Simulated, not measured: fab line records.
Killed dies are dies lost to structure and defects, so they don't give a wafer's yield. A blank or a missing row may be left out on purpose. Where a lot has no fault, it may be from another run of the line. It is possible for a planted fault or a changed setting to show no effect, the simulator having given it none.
3 desks looking at one fault / flow nand-harc / every desk sees just its own numbers, and what lay behind them comes last

== THE DEFECT DESK ==
Inspection counts along the route, by lot: the mean over sampled wafers that carry a number. If a lot's mean is further than 4 standard deviations from the usual mean, the lot is out of limits and carries the mark OUT (the distance appears in the brackets).
Columns: A = raw-defect-count at NHARC_P_ZERO_WELL_INSPECT_43, usual 14
lot=L821; first seen here=day 2 03:38; A=17
lot=L822; first seen here=day 2 16:10; A=16
lot=L823; first seen here=day 2 23:30; A=11
lot=L825; first seen here=day 3 19:41; A=17
lot=L827; first seen here=day 4 16:13; A=12
lot=L828; first seen here=day 5 01:28; A=14
lot=L832; first seen here=day 6 17:53; A=14
lot=L833; first seen here=day 7 03:36; A=21
lot=L835; first seen here=day 7 23:36; A=16
lot=L841; first seen here=day 10 11:38; A=14
This desk found nothing out of limits on any of the 10 lots.

== AT THE METROLOGY DESK ==
Lot by lot, what the gauges showed, no matter which tool ran the lot: averages of those sampled wafers that carry a number. If a lot's mean is further than 4 standard deviations from the usual mean, the lot is out of limits and carries the mark OUT (the distance appears in the brackets).
Columns: A = cd-nm at NHARC_P_STI_CD_MEAS_09, usual 199.4 nm; B = trench-depth-nm at NHARC_P_STI_OCD_MEAS_17, usual 300 nm; C = trench-foot-cd-nm at NHARC_P_STI_OCD_MEAS_17, usual 157.5 nm
lot=L821; first seen here=day 2 23:04; A=195.8; B=297; C=154.1
lot=L822; first seen here=day 3 12:37; A=203.3; B=307; C=160.1
lot=L823; first seen here=day 3 15:26; A=197.4; B=302; C=155.9
lot=L825; first seen here=day 4 10:28; A=202.3; B=301; C=159.9
lot=L827; first seen here=day 5 07:07; A=200.3; B=303; C=157.7
lot=L828; first seen here=day 5 15:55; A=200.2; B=302; C=157.9
lot=L832; first seen here=day 7 09:47; A=201.1; B=298; C=159.4
lot=L833; first seen here=day 7 18:39; A=201.4; B=298; C=159.7
lot=L835; first seen here=day 8 15:24; A=196.7; B=299; C=154.6
lot=L841; first seen here=day 11 02:48; A=190.9; B=303; C=148.2
This desk found nothing out of limits on any of the 10 lots.

== AT THE TOOL OWNER'S DESK: krf-scanner-02 ==
The tool's own readings at NHARC_P_STI_EXPOSE_06 (exposes mask P STI, target cd 200 nm): means of the sampled wafers that have a number, for each lot that ran on this tool. If a lot's mean is further than 4 standard deviations from the usual mean, the lot is out of limits and carries the mark OUT (the distance appears in the brackets).
Columns: A = exposure-dose-mJ-cm2 at NHARC_P_STI_EXPOSE_06, usual 37.66; B = reticle-temp-C at NHARC_P_STI_EXPOSE_06, usual 22.99 C
lot=L822; first seen here=day 3 12:28; A=37.65; B=23.06
lot=L828; first seen here=day 5 15:46; A=37.64; B=23.00
lot=L841; first seen here=day 11 02:39; A=37.95 (+6.6) OUT; B=23.05
This desk finds L841 out of limits, L841 being first, at day 11 02:39 (exposure-dose-mJ-cm2 at NHARC_P_STI_EXPOSE_06). L822, L828 stayed within limits.

== ALL TOGETHER ==
On L841, at day 11 02:39, an alarm was possible from the tool owner's desk.
No out-of-limits result turned up at the defect desk.
From the metrology desk's view, nothing was out of limits.
The defect desk has L841 on record, within its limits.
The metrology desk holds a record of L841, inside its limits.
On krf-scanner-02, each named lot ran NHARC_P_STI_EXPOSE_06.

== WHAT THE SIMULATOR HAD PUT IN ==
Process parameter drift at NHARC_P_STI_EXPOSE_06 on krf-scanner-02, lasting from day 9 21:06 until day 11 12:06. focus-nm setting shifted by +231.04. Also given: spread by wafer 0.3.
Shown lots that were struck: L841.
Time in hours from fault onset to the first out-of-limits reading at each desk: the tool owner's desk, 30.
